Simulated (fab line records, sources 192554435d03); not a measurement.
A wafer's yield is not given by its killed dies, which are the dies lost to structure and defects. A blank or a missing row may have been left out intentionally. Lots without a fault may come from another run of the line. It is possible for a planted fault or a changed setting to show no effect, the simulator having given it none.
2 desks, one fault | flow n5Finfet | each desk holds nothing but its own numbers, with what lay behind them at the end

THE DEFECT DESK
What the inspections along the route counted, lot by lot: means of the sampled wafers that have a number. A lot is out of limits, marked OUT, if its mean lies more than 4 standard deviations from the usual mean; the brackets give that distance.
Columns: A = rawDefectCount at N5_BEOL_M5_INSPECT_30, usual 397
lot  | first seen here | A
L411 | day 7 19:14     | 407
L418 | day 9 13:33     | 363
L417 | day 9 17:04     | 337
L419 | day 9 17:38     | 378
L421 | day 10 10:30    | 438
L422 | day 10 18:55    | 451
L423 | day 11 05:53    | 510
L425 | day 11 10:01    | 580
L424 | day 11 13:27    | 242
L427 | day 12 05:26    | 469
L431 | day 13 00:25    | 284
This desk's verdict: no lot among the 11 shows anything out of limits.

DESK OF THE TOOL OWNER: lithoTrack-05
The tool's own readings at N5_BEOL_M5_COAT_66 (time 60 s, resist thk 12 nm): means of the sampled wafers that have a number, for each lot that ran on this tool. A lot is out of limits, marked OUT, if its mean lies more than 4 standard deviations from the usual mean; the brackets give that distance.
Columns: A = heaterPowerTotalW at N5_BEOL_M5_COAT_66, usual 427.7 W; B = spinSpeedRpm at N5_BEOL_M5_COAT_66, usual 1500.0 rpm
lot  | first seen here | A     | B
L411 | day 7 18:53     | 428.5 | 1499.1
L418 | day 9 13:11     | 427.7 | 1499.7
L419 | day 9 17:16     | 426.8 | 1500.3
L422 | day 10 18:32    | 425.3 | 1500.1
L425 | day 11 09:39    | 426.2 | 1444.8 (-55) OUT
L427 | day 12 05:02    | 425.8 | 1444.0 (-56) OUT
This desk finds L425, L427 out of limits, L425 being first, at day 11 09:39 (spinSpeedRpm at N5_BEOL_M5_COAT_66). L411, L418, L419, L422 stayed within limits.

TAKEN TOGETHER
On L425, L427, at day 11 09:39, an alarm was possible from the tool owner's desk.
Nothing the defect desk looked at was out of limits.
The defect desk has L425, L427 on record, within its limits.
N5_BEOL_M5_COAT_66 was run on lithoTrack-05 by each of the lots named.

WHAT HAD BEEN PUT IN BY THE SIMULATOR
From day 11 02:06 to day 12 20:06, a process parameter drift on lithoTrack-05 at N5_BEOL_M5_COAT_66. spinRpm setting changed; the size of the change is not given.
Lots struck among those shown: L425, L427.
Hours from the fault's start to each desk's first reading out of limits: the tool owner's desk, 8.
